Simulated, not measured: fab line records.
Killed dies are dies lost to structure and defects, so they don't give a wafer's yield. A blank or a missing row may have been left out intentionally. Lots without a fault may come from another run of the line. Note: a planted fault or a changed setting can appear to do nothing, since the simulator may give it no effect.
Struck lot and sound lot, side by side + flow n5_finfet + 33 out of 1938 route steps
Sound: the wafers L617.1, L617.2, L617.6. The struck wafers were L627.2, L627.5, L627.6. The cause is given at the end.
At each step with rows: each side's tool, then ch and its chambers, then its first start. Under that, the readings that differ: sound wafers + struck wafers + difference of the means + sigmas: that difference in standard deviations of wafers without a fault.
alike: same words and numbers on both sides, and readings whose means sit less than 2 such deviations apart. not compared: any withheld reading, any reading some wafer has no value for, any bound like >300 that may hide the same value, and any number with overlapping values for which the record gives no deviation.
The two part at a step that has a row with sigmas, a row that says differs or no value, or rows on one side only. When numbers do not overlap yet have no deviation, they are printed without sigmas and do not part them. A reading missing from all wafers of one side parts the sides only when that side holds two or more wafers.

first, 9 steps without rows for these wafers: N5_SD_EPI_P_COAT_35 (time 60 s, resist thk 35 nm); N5_SD_EPI_P_COAT_03 (resist thk 150 nm); N5_SD_EPI_P_EBR_05; N5_SD_EPI_P_SOFTBAKE_04 (time 60 s); N5_SD_EPI_P_EXPOSE_06 (exposes mask SD P BLK, target cd 240 nm); N5_SD_EPI_P_PEB_07 (peb time 60 s); N5_SD_EPI_P_DEVELOP_08 (develop time 30 s); N5_SD_EPI_P_DESCUM_14 (chemistry O2, time 7.9 s); N5_SD_EPI_P_ETCH_36 (etches SiARC in CF4, target depth 45.5 nm, time 75.8 s).
N5_SD_EPI_P_ETCH_37: etches SOC in N2/H2, overetch 108 nm, time 486 s.
  sound on rie_diel-06 ch 1,2,3, day 4 19:47; struck on rie_diel-06 ch 0,1,3, day 7 08:36
  alike: drypump_motor_current_A, h2_flow_sccm, oes_product_au, rf_vpp_V, showerhead_plenum_p_Torr, throttle_valve_pct
  not compared: rf_hours_counter_h
then, 19 steps without rows for these wafers: N5_SD_EPI_P_STRIP_38 (strips in N2/H2); N5_SD_EPI_P_ETCHBACK_46 (etches SiNx in CH3F/O2, stops on SiO2, target depth 17.5 nm); N5_SD_EPI_P_ETCH_47 (etches SiOCN in CH3F/O2, target depth 25 nm); N5_SD_EPI_P_ETCH_16 (etches SiO2 in CHF3/O2, target depth 5 nm); N5_SD_EPI_P_STRIP_50 (strips in CHF3/O2); N5_SD_EPI_P_SD_RECESS_17 (chemistry HBr/Cl2/O2, target depth 39.1 nm, bt time 3 s); N5_SD_EPI_P_WET_ETCH_45 (etches SiO2 in dHF, time 10.7 s, target depth 2 nm, rinse time 30 s); N5_SD_EPI_P_STRIP_40 (strips in N2/H2); N5_SD_EPI_P_PRECLEAN_52 (cleans in O3/DIW, time 60 s); N5_SD_EPI_P_SRD_20 (time 30 s); N5_SD_EPI_P_PRECLEAN_51 (cleans in NF3:NH3, afs cycles 1, time 20 s, sublimation time 60 s); N5_SD_EPI_P_VAPOR_ETCH_44 (etches SiGe30 in NF3/Ar, time 3.3 s); N5_SD_EPI_P_EPI_21 (deposits SiGe:B, time 355 s); N5_SD_EPI_P_HM_STRIP_48 (strips SiNx in H3PO4, material SiNx, target depth 3 nm); N5_SD_EPI_P_SRD_49 (time 30 s); N5_SD_EPI_P_PRECLEAN_24 (cleans in O3/DIW, time 45 s); N5_SD_EPI_P_PRECLEAN_32 (cleans in dHF, time 10 s); N5_SD_EPI_P_PRECLEAN_33 (cleans in SC2, time 45 s); N5_SD_EPI_P_SRD_25 (time 30 s).
N5_SD_EPI_P_INSPECT_26: inspects for defects (darkfield).
  struck on defect_inspect-02, day 7 13:04; sound on defect_inspect-01, day 4 23:25
| reading          | sound       | struck      | difference | sigmas |
|------------------|-------------|-------------|------------|--------|
| raw_defect_count | 130 173 139 | 447 424 380 | +270       | +9     |
then, 1 step without rows for these wafers: N5_SD_ACTIVATION_RTA_00 (time 0 s).
-- here the record skips 5 days between the struck wafers' starts before and after, leaving off in module SD_ACTIVATION and picking up in module BEOL_M4 (first step shown: number 1111 of the route) --
N5_BEOL_M4_RC_MEAS_101:
  sound on prober-02 ch 0, day 9 23:26; struck on prober-02 ch 0, day 12 05:47
  alike: DIBL_N, DIBL_P, IOFF_N, IOFF_P, ION_N, ION_P, SS_N, SS_P, VT_N, VT_P
-- the record jumps here: 4 days lie between the struck wafers' starts before and after (it left off in module BEOL_M4 and takes up again in module PASSIVATION, whose first step shown is number 1936 of the route) --
N5_PASSIVATION_PROBE_49:
  rows exist in the record for the struck wafers here (prober-01, day 16 10:58), but not for the sound ones

== WHERE THEY PART ==
Earliest at N5_SD_EPI_P_INSPECT_26; latest, in this record, at N5_PASSIVATION_PROBE_49.

WHY: the cause the simulator had injected
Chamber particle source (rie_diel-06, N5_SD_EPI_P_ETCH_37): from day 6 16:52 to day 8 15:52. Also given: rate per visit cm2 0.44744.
